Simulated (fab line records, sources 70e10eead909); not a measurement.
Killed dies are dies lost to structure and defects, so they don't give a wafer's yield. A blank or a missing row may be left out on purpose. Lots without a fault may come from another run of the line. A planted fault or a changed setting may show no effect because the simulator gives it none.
A struck lot beside a sound one | flow nand_harc | 15 steps out of a route of 1302
Sound: wafers L214.2, L214.4, L214.5. Struck: wafer L205.6. (L205.1, L205.5 of the same lot were not struck and are left out.) The cause comes at the end.
At each step with rows: each side's tool, then ch and its chambers, then its first start. Under that, the readings that differ: sound wafers | struck wafers | difference of the means | sigmas: that difference in standard deviations of wafers without a fault.
alike: readings whose means differ by less than 2 such deviations, and words and numbers that are the same on both sides. not compared: withheld readings, readings that some wafer has no value for, bounds like >300 that may hide the same value, and numbers for which the record gives no deviation and whose values overlap.
The two part at a step that has a row with sigmas, a row that says differs or no value, or rows on one side only. Numbers that don't overlap but have no deviation are shown without sigmas and don't part them. A reading that every wafer of one side lacks parts them only if that side has two wafers or more.

first, 7 steps without rows for these wafers: NHARC_A_BLC_COAT_03 (time 65 s); NHARC_A_BLC_COAT_04 (resist thk 90 nm); NHARC_A_BLC_SOFTBAKE_05 (time 55 s); NHARC_A_BLC_EBR_06; NHARC_A_BLC_EXPOSE_07 (exposes mask A BLC, target cd 100 nm); NHARC_A_BLC_PEB_08 (peb time 65 s); NHARC_A_BLC_DEVELOP_09 (develop time 35 s).
NHARC_A_BLC_CD_MEAS_10: target cd 100 nm.
  sound on cd_sem-02 ch 0, day 28 06:27; struck on cd_sem-03 ch 0, day 25 04:22
  alike: cd_nm
NHARC_A_BLC_OVL_MEAS_11:
  sound on overlay-01, day 28 06:32; struck on overlay-02, day 25 04:27
  reading           | sound          | struck | difference | sigmas
  overlay_y_nm (nm) | -0.5 -0.5 -0.7 | 1.4    | +2.0       | +2
  alike: overlay_x_nm
NHARC_A_BLC_INSPECT_12:
  sound on defect_inspect-02, day 28 06:34; struck on defect_inspect-01, day 25 04:29
  alike: raw_defect_count
NHARC_A_BLC_DESCUM_15: chemistry O2, time 3 s.
  sound on rie_diel-03 ch 0,1,2, day 28 06:38; struck on rie_diel-11 ch 2, day 25 04:34
  alike: drypump_motor_current_A, oes_product_au, rf_vpp_V, showerhead_plenum_p_Torr, throttle_valve_pct
  not compared: rf_hours_counter_h
NHARC_A_BLC_ETCH_16: etches the open film in CF4, target depth 39 nm, time 65 s.
  sound on rie_diel-03 ch 1,2,3, day 28 06:44; struck on rie_diel-11 ch 3, day 25 04:38
  alike: drypump_motor_current_A, oes_product_au, rf_vpp_V, showerhead_plenum_p_Torr, throttle_valve_pct
  not compared: rf_hours_counter_h
NHARC_A_BLC_ETCH_17: etches the open film in N2/H2, target depth 390 nm, time 609.38 s.
  sound on rie_diel-03 ch 0,2,3, day 28 06:51; struck on rie_diel-11 ch 3, day 25 04:43
  reading               | sound             | struck | difference | sigmas
  oes_product_au (a.u.) | 1.021 1.002 1.007 | 0.865  | -0.145     | -11
  alike: drypump_motor_current_A, rf_vpp_V, showerhead_plenum_p_Torr, throttle_valve_pct
  not compared: rf_hours_counter_h
NHARC_A_BLC_ETCH_18: etches the open film in C4F8/O2/Ar, target depth 910 nm.
  sound on rie_diel-03 ch 1,2,3; struck on rie_diel-11 ch 3
  alike: oes_product_au, rf_vpp_V
  not compared: rf_hours_counter_h
-- the record jumps here: 2 days lie between the struck wafers' starts before and after (it left off in module A_BLC and takes up again in module END, whose first step shown is number 1302 of the route) --
NHARC_END_SORT_01:
  the record has rows for the struck wafers here (prober-02 ch 0, day 27 04:53) and none for the sound ones

WHERE THEY PART
First at NHARC_A_BLC_OVL_MEAS_11; last, within this record, at NHARC_END_SORT_01.

WHY: what the simulator had put in
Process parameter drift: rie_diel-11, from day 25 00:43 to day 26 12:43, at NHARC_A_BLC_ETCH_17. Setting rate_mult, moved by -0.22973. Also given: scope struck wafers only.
